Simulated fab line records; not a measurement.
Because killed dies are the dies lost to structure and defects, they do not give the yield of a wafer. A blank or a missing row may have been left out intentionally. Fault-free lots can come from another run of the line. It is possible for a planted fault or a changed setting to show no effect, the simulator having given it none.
fab line records	flow nandHarc
record lots=6	wafers=18	lastDay=23
route steps=1159 shown A_BLC@967 END@1159
lots that met no fault: taken from a fault-free run of the same line
startH: hours from the record's opening day to when the first of the lot's shown wafers began	waitH: hours from the lot's prior step to this one	" repeats the value in the row above	L1.1+2: a single row standing in for several wafers	- no value, or no start given	* or withheld: withheld	< > ~ a bound
route shown NAME@n: names a module that has steps shown in the file, with the first one's number in the route	usual: mean/standard deviation taken from wafers without a fault	same: alike in all rows	chamber/n: place in a boat	sites: each site's reading	_std_site: the values' standard deviation	_edge_site: outer sites' mean less inner sites'	radiusMm: how far each site lies from the wafer's centre	mask NAME#n: copy n	behind: the tool/chamber that last shaped the wafer	hold: why the lot was held/for how many hours/how that ended	device: the transistor (n, p or np) that didn't switch	end of line: tests run on the same wafers once the route is complete	for a step that has no rows: nothing shown but its recipe	killed: dies that structure and defects cost at the first sort, which is not the same as the wafer's yield	map: shows each die of a wafer: x if killed, . if not, _ if none is there
set.NAME: the setting the step ran with; set.NAME@STEP: the setting that earlier step ran with	model.NAME: the simulator's own value behind a step, which no gauge read
lots at selected steps of the route; one table per step, one row per wafer
services: when a tool's chamber went out of use (startH, in hours from the record's first day, below 0 if earlier), for how many hours, and the reason
## steps
# step NHARC_A_BLC_COAT_03
# recipe tempC=225	timeS=65
# step NHARC_A_BLC_COAT_04
# recipe spinRpm=1500	resistThkNm=90
# step NHARC_A_BLC_SOFTBAKE_05
# recipe tempC=105	timeS=55
# step NHARC_A_BLC_EBR_06
# step NHARC_A_BLC_EXPOSE_07
# recipe na=1.35	targetCdNm=100	doseMj=67.97	maskId=A_BLC
# step NHARC_A_BLC_PEB_08
# recipe pebTempC=100	pebTimeS=65
# step NHARC_A_BLC_DEVELOP_09
# recipe developTimeS=35	devTempC=23
# step NHARC_A_BLC_CD_MEAS_10
# recipe targetCdNm=100	landingEnergyEv=500
# usual cdNm=99.8/0.94
lot.wafer	tool	chamber	startH	waitH	cdNm
L626.1	cdSem-01	0	409.54	-	99.3
L626.2	"	0	"	"	97.5
L626.5	"	0	"	"	99.0
L625.1	cdSem-02	0	410.64	-	101.5
L625.3	"	0	"	"	100.8
L625.5	"	0	"	"	100.5
L634.3	cdSem-02	0	471.22	-	98.3
L634.5	"	0	"	"	98.6
L634.6	"	0	"	"	99.6
L636.1	cdSem-03	0	480.33	-	99.7
L636.4	"	0	"	"	100.5
L636.6	"	0	"	"	98.4
L639.1	cdSem-03	0	495.07	-	100.1
L639.3	"	0	"	"	100.3
L639.4	"	0	"	"	100.8
L638.2	cdSem-01	0	495.66	-	100.1
L638.4	"	0	"	"	99.1
L638.5	"	0	"	"	99.0
# step NHARC_A_BLC_OVL_MEAS_11
# usual overlayXNm=0.2/0.98	overlayYNm=0.0/0.84
lot.wafer	tool	chamber	startH	waitH	overlayXNm	overlayYNm
L626.1	overlay-01	-	409.63	-	0.8	1.1
L626.2	"	-	"	"	1.1	1.1
L626.5	"	-	"	"	1.4	1.1
L625.1	overlay-01	-	410.73	-	-1.0	0.4
L625.3	"	-	"	"	-0.9	0.0
L625.5	"	-	"	"	-0.4	0.4
L634.3	overlay-01	-	471.30	-	-0.9	1.5
L634.5	"	-	"	"	-1.1	1.4
L634.6	"	-	"	"	-1.5	1.1
L636.1	overlay-02	-	480.43	-	1.2	0.4
L636.4	"	-	"	"	1.3	0.4
L636.6	"	-	"	"	1.2	0.5
L639.1	overlay-01	-	495.16	-	-0.2	-1.0
L639.3	"	-	"	"	1.0	-0.9
L639.4	"	-	"	"	0.6	-1.0
L638.2	overlay-01	-	495.75	-	1.0	-0.8
L638.4	"	-	"	"	0.7	-0.9
L638.5	"	-	"	"	0.6	-1.4
# step NHARC_A_BLC_INSPECT_12
# usual rawDefectCount=34/15
lot.wafer	tool	chamber	startH	waitH	rawDefectCount
L626.1	defectInspect-01	-	409.67	0.0	35
L626.2	"	-	"	"	31
L626.5	"	-	"	"	38
L625.1	defectInspect-01	-	410.77	0.0	21
L625.3	"	-	"	"	15
L625.5	"	-	"	"	7
L634.3	defectInspect-01	-	471.34	0.0	42
L634.5	"	-	"	"	22
L634.6	"	-	"	"	23
L636.1	defectInspect-01	-	480.47	0.0	55
L636.4	"	-	"	"	48
L636.6	"	-	"	"	37
L639.1	defectInspect-02	-	495.19	0.0	45
L639.3	"	-	"	"	31
L639.4	"	-	"	"	39
L638.2	defectInspect-01	-	495.79	0.0	36
L638.4	"	-	"	"	27
L638.5	"	-	"	"	28
# step NHARC_A_BLC_DESCUM_15
# recipe timeS=3	o2FlowSccm=200	arFlowSccm=0	biasPowerW=0	chemistry=O2
# usual drypumpMotorCurrentA=5.8/0.48	mfcArSccm=0.015/0.016	oesProductAu=1.004/0.011	rfVppV=57.6/0.9	showerheadPlenumPTorr=1.88/0.079	throttleValvePct=11.311/0.0088
lot.wafer	tool	chamber	startH	waitH	drypumpMotorCurrentA	mfcArSccm	oesProductAu	rfHoursCounterH	rfVppV	showerheadPlenumPTorr	throttleValvePct
L626.2	rieDiel-08	1	409.74	0.1	6.2	0.013	1.006	10	57.1	1.89	11.317
L626.1	"	2	"	"	5.2	0.004	0.993	10	57.5	1.80	11.316
L626.5	"	2	"	"	5.2	0.004	0.989	-	57.4	1.80	11.311
L625.3	rieDiel-03	1	410.83	0.1	5.7	0.041	1.004	1	57.3	1.79	11.307
L625.1	"	0	"	"	6.1	0.027	0.991	1	58.2	1.85	11.298
L625.5	"	1	"	"	5.7	0.041	1.014	-	58.6	1.79	11.314
L634.3	rieDiel-03	3	471.41	0.1	4.9	0	1.010	6	58.6	1.92	11.299
L634.6	"	2	"	"	5.8	0	1.014	-	57.3	1.82	11.318
L634.5	"	3	"	"	5.0	0	0.995	-	58.0	1.92	11.321
L636.1	rieDiel-03	2	480.54	0.1	5.8	0	1.003	8	56.2	1.82	11.321
L636.6	"	1	"	"	5.7	0.041	1.002	-	58.7	1.78	11.305
L636.4	"	0	"	"	6.1	0.027	1.006	-	58.4	1.84	11.313
L639.4	rieDiel-08	0	495.27	0.1	6.4	0.033	1.004	0	58.1	2.00	11.300
L639.1	"	1	"	"	6.2	0.013	0.997	0	57.9	1.89	11.335
L639.3	"	3	"	"	5.4	0	0.993	0	57.7	1.84	11.306
L638.4	rieDiel-08	1	495.85	0.1	6.2	0.013	1.011	0	57.1	1.89	11.313
L638.2	"	3	"	"	5.4	0	1.002	0	56.4	1.84	11.304
L638.5	"	2	"	"	5.2	0.004	1.016	-	56.2	1.80	11.319
# step NHARC_A_BLC_ETCH_16
# recipe targetDepthA=390	overEtchFrac=0.3	timeS=65	ionEnergyEv=80	cf4FlowSccm=150	arFlowSccm=0	rfW=300	biasW=100	chemistry=CF4
# usual drypumpMotorCurrentA=5.8/0.48	mfcArSccm=0.016/0.016	oesProductAu=1.005/0.01	rfVppV=150.8/1.2	showerheadPlenumPTorr=1.74/0.067	throttleValvePct=13.284/0.009
# same overEtchFrac=0.3
lot.wafer	tool	chamber	startH	waitH	drypumpMotorCurrentA	mfcArSccm	oesProductAu	rfHoursCounterH	rfVppV	showerheadPlenumPTorr	throttleValvePct
L626.2	rieDiel-08	2	409.84	0.1	5.2	0.004	1.014	10	150.8	1.67	13.269
L626.1	"	0	"	"	6.4	0.033	1.004	10	152.7	1.84	13.296
L626.5	"	0	"	"	6.4	0.033	1.017	-	152.3	1.84	13.285
L625.3	rieDiel-03	0	410.94	0.1	6.1	0.027	0.997	1	149.6	1.71	13.282
L625.1	"	1	"	"	5.7	0.041	1.016	1	151.2	1.66	13.288
L625.5	"	2	"	"	5.9	0	1.017	-	149.8	1.69	13.283
L634.3	rieDiel-03	3	471.50	0.1	4.9	0	1.005	6	151.4	1.77	13.279
L634.5	"	0	"	"	6.1	0.027	1.007	-	149.5	1.71	13.271
L634.6	"	1	"	"	5.7	0.041	1.010	-	150.3	1.66	13.279
L636.1	rieDiel-03	0	480.65	0.1	6.1	0.027	1.002	8	151.6	1.71	13.293
L636.4	"	2	"	"	5.9	0	1.019	-	150.3	1.69	13.277
L636.6	"	0	"	"	6.1	0.027	1.002	-	149.2	1.71	13.289
L639.3	rieDiel-08	3	495.36	0.1	5.3	0	0.999	0	149.5	1.70	13.282
L639.4	"	0	"	"	6.4	0.033	1.021	0	151.3	1.84	13.281
L639.1	"	1	"	"	6.2	0.013	1.010	0	150.3	1.75	13.278
L638.2	rieDiel-08	2	496.11	0.2	5.2	0.004	1.011	0	149.5	1.67	13.292
L638.4	"	3	"	"	5.4	0	0.994	0	150.5	1.70	13.277
L638.5	"	1	"	"	6.2	0.013	1.005	-	151.4	1.75	13.280
# step NHARC_A_BLC_ETCH_17
# recipe targetDepthA=3900	overEtchFrac=0.25	timeS=609.38	ionEnergyEv=200	n2FlowSccm=150	h2FlowSccm=150	arFlowSccm=0	rfW=400	biasW=150	chemistry=N2/H2
# usual drypumpMotorCurrentA=5.7/0.51	mfcArSccm=0.014/0.015	oesProductAu=1.004/0.01	rfVppV=429.5/2.4	showerheadPlenumPTorr=2.00/0.083	throttleValvePct=14.170/0.0096
# same overEtchFrac=0.25
lot.wafer	tool	chamber	startH	waitH	drypumpMotorCurrentA	mfcArSccm	oesProductAu	rfHoursCounterH	rfVppV	showerheadPlenumPTorr	throttleValvePct
L626.1	rieDiel-08	0	410.04	-	6.4	0.033	1.000	11	432.2	2.14	14.176
L626.2	"	1	"	"	6.2	0.013	1.003	10	429.3	2.01	14.159
L626.5	"	0	"	"	6.4	0.033	0.998	-	432.5	2.14	14.176
L625.1	rieDiel-03	1	411.03	-	5.7	0.041	1.003	1	427.3	1.90	14.160
L625.3	"	2	"	"	5.8	0	1.012	1	428.4	1.94	14.183
L625.5	"	2	"	"	5.8	0	1.013	-	428.1	1.94	14.153
L634.3	rieDiel-03	1	471.66	-	5.7	0.041	1.009	6	426.4	1.90	14.178
L634.5	"	3	"	"	4.9	0	1.003	-	431.7	2.04	14.180
L634.6	"	0	"	"	6.1	0.027	0.861	-	429.4	1.97	14.168
L636.4	rieDiel-03	3	480.74	-	4.9	0	0.851	7	430.1	2.04	14.169
L636.1	"	1	"	"	5.7	0.041	1.017	8	426.6	1.90	14.181
L636.6	"	0	"	"	6.1	0.027	0.854	-	427.8	1.97	14.181
L639.1	rieDiel-08	0	495.45	-	6.4	0.033	1.004	0	432.9	2.13	14.169
L639.4	"	1	"	"	6.2	0.013	1.002	0	427.9	2.01	14.183
L639.3	"	3	"	"	5.4	0	0.990	0	428.5	1.95	14.180
L638.2	rieDiel-08	3	496.19	-	5.4	0	0.995	0	427.6	1.95	14.167
L638.4	"	1	"	"	6.2	0.013	1.002	1	428.9	2.01	14.164
L638.5	"	0	"	"	6.4	0.033	1.019	-	433.6	2.13	14.177
# step NHARC_A_BLC_ETCH_18
# recipe targetDepthA=9100	c4f8FlowSccm=20	o2FlowSccm=10	arFlowSccm=withheld	rfW=600	biasW=1500	chemistry=C4F8/O2/Ar
# usual oesProductAu=0.955/0.023	rfVppV=976/5.1
lot.wafer	tool	chamber	startH	waitH	oesProductAu	rfHoursCounterH	rfVppV
L626.2	rieDiel-08	0	-	-	0.973	11	984
L626.1	"	1	"	"	0.970	10	978
L626.5	"	2	"	"	0.963	-	972
L625.3	rieDiel-03	1	-	-	0.976	2	970
L625.1	"	2	"	"	0.989	2	973
L625.5	"	1	"	"	0.977	-	969
L634.3	rieDiel-03	2	-	-	0.979	7	971
L634.5	"	2	"	"	0.972	-	971
L634.6	"	3	"	"	0.958	-	977
L636.4	rieDiel-03	1	-	-	0.975	8	970
L636.1	"	2	"	"	0.935	8	972
L636.6	"	0	"	"	0.972	-	974
L639.3	rieDiel-08	2	-	-	0.984	0	970
L639.4	"	3	"	"	0.985	0	973
L639.1	"	0	"	"	0.957	0	984
L638.4	rieDiel-08	2	-	-	0.961	1	971
L638.2	"	3	"	"	0.968	1	972
L638.5	"	0	"	"	0.976	-	984
# step NHARC_END_SORT_01
# recipe tempC=25
# usual killedAtArray=30/10	killedAtOther=0.5/0.82	killedAtPeriphery=2.9/2	killedDies=34/11	killedOpen=3.2/1.8	killedShort=2.0/1.4
# same grossDies=677
lot.wafer	tool	chamber	startH	waitH	killedAtArray	killedAtOther	killedAtPeriphery	killedDies	killedOpen	killedShort
L626.1	prober-02	0	458.31	2.5	30	0	3	33	3	2
L626.2	prober-02	0	459.10	2.8	33	0	1	34	3	1
L626.5	prober-02	0	461.46	3.6	36	1	3	40	2	2
L625.1	prober-02	0	466.05	2.5	17	1	1	19	5	0
L625.3	prober-02	0	467.63	3.1	10	0	1	11	1	1
L625.5	prober-02	0	469.21	3.7	8	0	0	8	1	3
L634.3	prober-01	0	517.51	3.0	29	0	6	35	3	6
L634.5	prober-01	0	519.05	3.6	25	0	2	27	6	1
L634.6	prober-01	0	519.83	3.9	523	0	4	527	3	4
L636.1	prober-02	0	544.01	2.5	46	0	1	47	2	2
L636.4	prober-02	0	546.45	3.4	601	0	2	603	5	1
L636.6	prober-02	0	548.07	4.1	611	1	4	616	4	3
L638.2	prober-02	0	552.69	2.8	31	1	2	34	2	1
L638.4	prober-02	0	554.28	3.4	33	0	1	34	5	3
L638.5	prober-02	0	555.07	3.7	30	0	1	31	1	3
L639.1	prober-02	0	559.70	2.5	35	0	1	36	4	2
L639.3	prober-02	0	561.31	3.1	30	2	2	34	3	4
L639.4	prober-02	0	562.12	3.4	31	1	2	34	2	2
# killed by level:class
L626.1 A_CHANNEL_HOLE_D1:chamberFilmFlake=11 A_SLIT:chamberFilmFlake=9 A_STAIRCASE:chamberFilmFlake=3 A_CONTACT:chamberFilmFlake=3 P_ZERO_WELL:chamberFilmFlake=2 P_CONTACT:geometricParticle:open=1 A_ONON_D1:geometricParticle:short=1 A_WL_FILL:geometricParticle:short=1
L626.2 A_SLIT:chamberFilmFlake=13 A_CHANNEL_HOLE_D1:chamberFilmFlake=7 A_CONTACT:chamberFilmFlake=7 A_BLC:geometricParticle:open=2 A_STAIRCASE:chamberFilmFlake=2 P_M0:geometricParticle:open=1 A_M0:geometricParticle:short=1 A_WL_FILL:chamberFilmFlake=1
L626.5 A_CHANNEL_HOLE_D1:chamberFilmFlake=12 A_SLIT:chamberFilmFlake=12 A_CONTACT:chamberFilmFlake=5 A_STAIRCASE:chamberFilmFlake=4 P_M0:geometricParticle:short=1 A_CHANNEL_FILL_D1:geometricParticle:short=1 A_SGD_CUT:geometricParticle:open=1 A_M0:geometricParticle:open=1
L625.1 A_CHANNEL_HOLE_D1:chamberFilmFlake=5 A_ZERO_WELL:chamberFilmFlake=3 A_STAIRCASE:chamberFilmFlake=3 P_M1:geometricParticle:open=1 A_CHANNEL_HOLE_D1:geometricParticle:open=1 A_SGD_CUT:geometricParticle:open=1 A_CONTACT:geometricParticle:open=1 STARTING-WAFER:geometricParticle:open=1
L625.3 A_CHANNEL_HOLE_D1:chamberFilmFlake=5 A_ZERO_WELL:chamberFilmFlake=2 P_CONTACT:geometricParticle:short=1 A_ONON_D1:geometricParticle:open=1 A_STAIRCASE:chamberFilmFlake=1 A_WL_FILL:chamberFilmFlake=1
L625.5 A_WL_FILL:geometricParticle:short=2 A_CONTACT:chamberFilmFlake=2 A_CONTACT:geometricParticle:short=1 A_BLC:geometricParticle:open=1 A_STAIRCASE:chamberFilmFlake=1 A_WL_FILL:chamberFilmFlake=1
L634.3 A_CHANNEL_HOLE_D1:chamberFilmFlake=14 A_CONTACT:chamberFilmFlake=6 A_WL_FILL:geometricParticle:short=3 P_M1:chamberFilmFlake=3 P_GATE:geometricParticle:short=1 P_CONTACT:geometricParticle:open=1 A_SOURCE_PLATE:geometricParticle:open=1 A_ONON_D1:geometricParticle:short=1
L634.5 A_CHANNEL_HOLE_D1:chamberFilmFlake=16 A_CHANNEL_FILL_D1:geometricParticle:open=2 A_CONTACT:chamberFilmFlake=2 A_WL_FILL:geometricParticle:open=1 A_CONTACT:geometricParticle:short=1 A_CONTACT:geometricParticle:open=1 A_BLC:geometricParticle:open=1 A_BONDPAD:geometricParticle:open=1
L634.6 A_BLC:areaEtch=497 A_CHANNEL_HOLE_D1:chamberFilmFlake=13 A_CONTACT:chamberFilmFlake=3 A_STAIRCASE:chamberFilmFlake=2 P_CONTACT:geometricParticle:open=1 A_SOURCE_PLATE:geometricParticle:short=1 A_ONON_D1:geometricParticle:short=1 A_WL_FILL:geometricParticle:short=1
L636.1 A_SLIT:chamberFilmFlake=14 A_CHANNEL_HOLE_D1:chamberFilmFlake=12 A_CONTACT:chamberFilmFlake=11 A_STAIRCASE:chamberFilmFlake=5 P_M1:geometricParticle:open=1 A_SOURCE_PLATE:geometricParticle:short=1 A_CHANNEL_FILL_D1:geometricParticle:open=1 A_WL_FILL:geometricParticle:short=1
L636.4 A_BLC:areaEtch=562 A_CHANNEL_HOLE_D1:chamberFilmFlake=14 A_SLIT:chamberFilmFlake=11 A_STAIRCASE:chamberFilmFlake=5 A_ONON_D1:geometricParticle:open=2 P_GATE:chamberFilmFlake=2 A_CONTACT:chamberFilmFlake=2 A_WL_FILL:geometricParticle:short=1
L636.6 A_BLC:areaEtch=579 A_CHANNEL_HOLE_D1:chamberFilmFlake=9 A_SLIT:chamberFilmFlake=9 A_STAIRCASE:chamberFilmFlake=5 A_CONTACT:chamberFilmFlake=4 P_GATE:chamberFilmFlake=2 P_GATE:geometricParticle:short=1 P_M0:geometricParticle:open=1
L638.2 A_SLIT:chamberFilmFlake=15 A_CHANNEL_HOLE_D1:chamberFilmFlake=6 A_STAIRCASE:chamberFilmFlake=3 A_CONTACT:chamberFilmFlake=2 A_BLC:chamberFilmFlake=2 A_ONON_D1:geometricParticle:open=1 A_CHANNEL_FILL_D1:geometricParticle:short=1 A_BLC:geometricParticle:open=1
L638.4 A_SLIT:chamberFilmFlake=11 A_CHANNEL_HOLE_D1:chamberFilmFlake=8 A_BLC:chamberFilmFlake=5 A_CHANNEL_HOLE_D1:geometricParticle:short=2 A_CONTACT:chamberFilmFlake=2 P_GATE:geometricParticle:open=1 A_ONON_D1:geometricParticle:open=1 A_WL_FILL:geometricParticle:short=1
L638.5 A_SLIT:chamberFilmFlake=12 A_CHANNEL_HOLE_D1:chamberFilmFlake=6 A_BLC:chamberFilmFlake=3 A_WL_FILL:geometricParticle:short=2 A_CHANNEL_FILL_D1:chamberFilmFlake=2 A_STAIRCASE:chamberFilmFlake=2 A_CHANNEL_FILL_D1:geometricParticle:open=1 A_BLC:geometricParticle:short=1
L639.1 A_CHANNEL_HOLE_D1:chamberFilmFlake=12 A_BLC:chamberFilmFlake=5 A_STAIRCASE:chamberFilmFlake=4 A_SGD_CUT:chamberFilmFlake=3 A_CONTACT:chamberFilmFlake=3 A_CHANNEL_HOLE_D1:geometricParticle:short=1 A_CHANNEL_HOLE_D1:geometricParticle:open=1 A_CHANNEL_FILL_D1:geometricParticle:open=1
L639.3 A_CHANNEL_HOLE_D1:chamberFilmFlake=13 A_BLC:chamberFilmFlake=5 A_SGD_CUT:chamberFilmFlake=4 A_STAIRCASE:chamberFilmFlake=3 A_CHANNEL_FILL_D1:geometricParticle:short=2 P_STI:geometricParticle:open=1 P_CONTACT:geometricParticle:open=1 A_CHANNEL_FILL_D1:geometricParticle:open=1
L639.4 A_CHANNEL_HOLE_D1:chamberFilmFlake=18 A_SGD_CUT:chamberFilmFlake=3 A_CONTACT:chamberFilmFlake=3 A_BLC:chamberFilmFlake=3 A_CHANNEL_FILL_D1:geometricParticle:open=1 A_CONTACT:geometricParticle:open=1 A_BLC:geometricParticle:short=1 P_ZERO_WELL:chamberFilmFlake=1
# map L634.6 (x killed, . not)
____________x____________
_________xxxxxxx_________
_______xxxxxxxxxxx_______
______xxxxx.xxxxxxx______
_____xxxxxxxxxxxxxxx_____
____xxxxxxxxxxxxxxxxx____
____xxxx.x.xxx.xxxxxx____
___xxxxxxxxxxxxxxxxxxx___
___xxxxxxx.x...xx.xxxx___
__xxxxxxxxx...x.x.xxxxx__
__xxxxxxxxx.xx..xxxxxxx__
_xxxxxx..x.......xxxxxxx_
_xxxxxxxx...x...xxxxxxxx_
_xxxxxx.xxx..x.x.xxxxxxx_
_xxxxx.........x.xxxxxxx_
_xxxxxxxx........xxxxxxx_
xxxxxx.x..x.x..xxx.xxxxxx
xxxxx.xx.xx...x...x.xxxxx
xxxx.xxx.......x.xxxxxxxx
xxxxxxxxx.........xxxx.xx
xxxxxxx.x......x...xxxxxx
_xxxxx.x..x...x.x.x.x.xx_
_xxxxx..x.x.x...xx.xxxxx_
_xxxxx.x..x.x..xxxxxxxxx_
_xxxxxxxx.x..x.xx.xxxxxx_
_xxxxx.xxxx....xxxxxxxxx_
__xxxxxxxxx.xx..xxx.xxx__
__xxxxxx.x.x.xx...xxxxx__
___xxxxxxx..x.xxxxxxxx___
___xxxxxxx.xxxxxxxxxxx___
____xxxxxxxxx.xx.xxxx____
____xxxxxxxxxxxxxxxxx____
_____xxxxxxxxxxxxxxx_____
______xxxxxxxxxxxxx______
_______xxxxxxxxxxx_______
_________xxxxxxx_________
____________x____________
# map L636.6 (x killed, . not)
____________x____________
_________xxxxx.x_________
_______xxxxxxxxxxx_______
______xxxxxxxx.xxxx______
_____xxxxxxxxxxxxxxx_____
____.xxxxxxxxxx.xxxxx____
____xxxxxxx..x.xx.xxx____
___x.xxxxxxx.xx.x.xxxx___
___xxxxxxxx.xxxxxxxxxx___
__xxxxxxxxxxxxxxxxxxxxx__
__xxxxxx.xxxx..x.xxxxxx__
_x.xxxxxxxxxxx.xxxx.xxxx_
_xx.xxxxxxxxxxxx.xxxxxxx_
_xxxxxx.xxxx..xxxxxxxxxx_
_xxxxxx.xxx.x.xxxx.xx.xx_
_x.xxxxxxx..x.xxxxxxxxxx_
xxxxxxxxxxxxx.xxxxxxxxxxx
xxxxxxxxxxxxxxxxxxx.xxxxx
xxxxxxxxxxxxxxxx.xxxxxxxx
xxxxxxxx.xxx...xxxxxxxxxx
xxxxx.xxxxxxxxxxx.xxxxxxx
_xxxxxx.xxxxxxxxxxxxxxxx_
_xxx.x.xxxx.xxxxx.xxxxxx_
_xxxx.xxxx.xx.xx.xxxxxxx_
_xxxxxxxxxxxxxxxxx.xxxxx_
_xxxxxxxxxxx.xxxxxxxxxxx_
__xxxxxxxxxxx.xxxxxx.xx__
__xxxxxxxxxxxx.xxxxxxxx__
___xxxxxxxx.xxxxxxxxxx___
___xxxx.xx.xxxxxxx.xxx___
____xxxxxxxxxxxxxxxxx____
____xxxxxxxxxxxxxxxxx____
_____xxxxxxxxxxxxxxx_____
______xxxxxxxxxxxxx______
_______xxxxxxxxxxx_______
_________xxxxxxx_________
____________x____________
## services
tool	chamber	startH	hours	kind
rieDiel-08	0	391.77	-	clean
rieDiel-08	1	391.77	-	clean
rieDiel-08	2	391.77	-	clean
rieDiel-08	3	391.77	-	clean
rieDiel-03	-	392.30	9.0	pm
rieDiel-03	0	392.30	9.0	ventCycle
rieDiel-03	1	392.30	9.0	ventCycle
rieDiel-03	2	392.30	9.0	ventCycle
rieDiel-03	3	392.30	9.0	ventCycle
rieDiel-03	0	401.30	-	clean
rieDiel-03	1	401.30	-	clean
rieDiel-03	2	401.30	-	clean
rieDiel-03	3	401.30	-	clean
rieDiel-08	3	403.36	9.2	repair
rieDiel-03	3	405.50	7.8	repair
rieDiel-08	0	416.27	-	clean
rieDiel-08	1	416.27	-	clean
rieDiel-08	2	416.27	-	clean
rieDiel-08	3	416.27	-	clean
rieDiel-03	-	453.29	2.3	repair
rieDiel-08	3	471.99	20.8	repair
rieDiel-03	2	474.60	5.8	repair
rieDiel-03	3	475.31	5.4	repair
rieDiel-08	-	486.27	9.0	pm
## key
firstSign step=NHARC_A_BLC_ETCH_17	reading=oesProductAu	direction=down	sigmas=14	usual=1.004	struck=0.855
effect step=NHARC_END_SORT_01	reading=killedAtArray	direction=up	sigmas=53	usual=30	struck=578
moreKillsBornAt NHARC_A_BLC_ETCH_17@rieDiel-03=1638
metAt NHARC_A_BLC_ETCH_17
struckWafers L634.6,L636.4,L636.6
laterRowsLeftOut L634.6,L636.4,L636.6
testerLeftOut L634,L636
onsetBetween 411.03 471.66
fault kind=processParameterDrift	tool=rieDiel-03	chamber=-	onsetH=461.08	steps=NHARC_A_BLC_ETCH_17	channel=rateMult	offset=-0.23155	shape=step	endH=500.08	scope=struckWafersOnly
# testerLeftOut: of these lots the tester's yield and bins aren't shown, on N5 and GAA mostly nor the transistor test; their killed dies are dies lost to structure and defects alone, not to doping, threshold or leakage, so they don't give the yield
# laterRowsLeftOut: the simulator's readings of these wafers behind a module that went badly wrong aren't trusted and aren't shown, but for the sort
